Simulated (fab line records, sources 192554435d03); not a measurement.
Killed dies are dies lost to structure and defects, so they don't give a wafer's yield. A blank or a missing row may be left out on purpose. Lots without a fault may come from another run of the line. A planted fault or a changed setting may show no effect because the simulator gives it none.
Chamber matching | flow n5_finfet | N5_BEOL_M10_STRIP_67 on rie_diel-02: 4 sister chambers
The step strips in CF4. 7 wafers are shown with their chamber, then 8 later ones without.

WAFERS WITH THEIR CHAMBER
wafer  | chamber | showerhead_plenum_p_Torr (Torr) | throttle_valve_pct (%)
L080.1 | 1       | 1.89                            | 13.41
L081.1 | 2       | 1.84                            | 13.65
L081.5 | 0       | 1.77                            | 13.51
L082.6 | 0       | 1.77                            | 13.52
L089.3 | 1       | 1.88                            | 13.47
L089.5 | 3       | 1.75                            | 13.25
L090.3 | 3       | 1.75                            | 13.25

WAFERS WITHOUT THEIR CHAMBER
wafer  | showerhead_plenum_p_Torr (Torr) | throttle_valve_pct (%)
L090.4 | 1.77                            | 13.55
L090.5 | 1.84                            | 13.72
L092.2 | 1.84                            | 13.71
L092.3 | 1.75                            | 13.25
L092.5 | 1.84                            | 13.70
L097.2 | 1.75                            | 13.29
L097.3 | 1.76                            | 13.58
L097.4 | 1.88                            | 13.50

WHICH CHAMBER EACH WENT THROUGH
wafer  | from the rows above | in truth
L090.4 | 0                   | 0
L090.5 | 2                   | 2
L092.2 | 2                   | 2
L092.3 | 3                   | 3
L092.5 | 2                   | 2
L097.2 | 3                   | 3
L097.3 | 0                   | 0
L097.4 | 1                   | 1
Placed correctly: 8 of 8. Can't be placed from these rows: 0. Placed wrongly: 0.
How it was worked out, from the rows above alone: a wafer's distance from a chamber is the root of the sum, over the readings, of the square of ((its reading less the chamber's mean) divided by the reading's scatter). The wafer belongs to the nearest chamber; if the next one is less than 2 further off, it can't be placed. A chamber's mean is the mean of its shown wafers. The scatter: the root of (the sum of the squares of (reading less its chamber's mean) over the shown wafers, divided by (wafers less chambers)).
